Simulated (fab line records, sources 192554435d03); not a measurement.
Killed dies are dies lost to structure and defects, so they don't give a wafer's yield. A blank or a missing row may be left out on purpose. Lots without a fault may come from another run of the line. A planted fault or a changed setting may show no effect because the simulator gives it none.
Chamber matching | flow n5_finfet | N5_BEOL_M0_SAQP_SPACER2_ETCHBACK_27 on rie_diel-01: 4 sister chambers
The step etches SiO2 in CHF3/O2, target depth 22.5 nm, time 11.25 s. 4 wafers are shown with their chamber, then 11 later ones without.

WAFERS WITH THEIR CHAMBER
wafer  | chamber | drypump_motor_current_A (A)
L089.4 | 1       | 6.4
L090.4 | 2       | 5.6
L090.6 | 3       | 5.9
L091.1 | 0       | 5.4

WAFERS WITHOUT THEIR CHAMBER
wafer  | drypump_motor_current_A (A)
L091.3 | 6.5
L091.6 | 6.4
L092.2 | 5.6
L092.4 | 5.4
L092.6 | 6.5
L096.1 | 5.9
L096.2 | 5.6
L096.3 | 6.4
L097.2 | 5.4
L097.4 | 6.5
L097.6 | 6.4

WHICH CHAMBER EACH WENT THROUGH
wafer  | from the rows above | in truth
L091.3 | 1                   | 1
L091.6 | 1                   | 1
L092.2 | 2                   | 2
L092.4 | 0                   | 0
L092.6 | 1                   | 1
L096.1 | 3                   | 3
L096.2 | 2                   | 2
L096.3 | 1                   | 1
L097.2 | 0                   | 0
L097.4 | 1                   | 1
L097.6 | 1                   | 1
Placed correctly: 11 of 11. Can't be placed from these rows: 0. Placed wrongly: 0.
How it was worked out, from the rows above alone: a wafer's distance from a chamber is the root of the sum, over the readings, of the square of ((its reading less the chamber's mean) divided by the reading's scatter). The wafer belongs to the nearest chamber; if the next one is less than 2 further off, it can't be placed. A chamber's mean is the mean of its shown wafers. The scatter: with one shown wafer a chamber, the root of the mean of the squares of how far each hidden wafer lies from its nearest shown one.
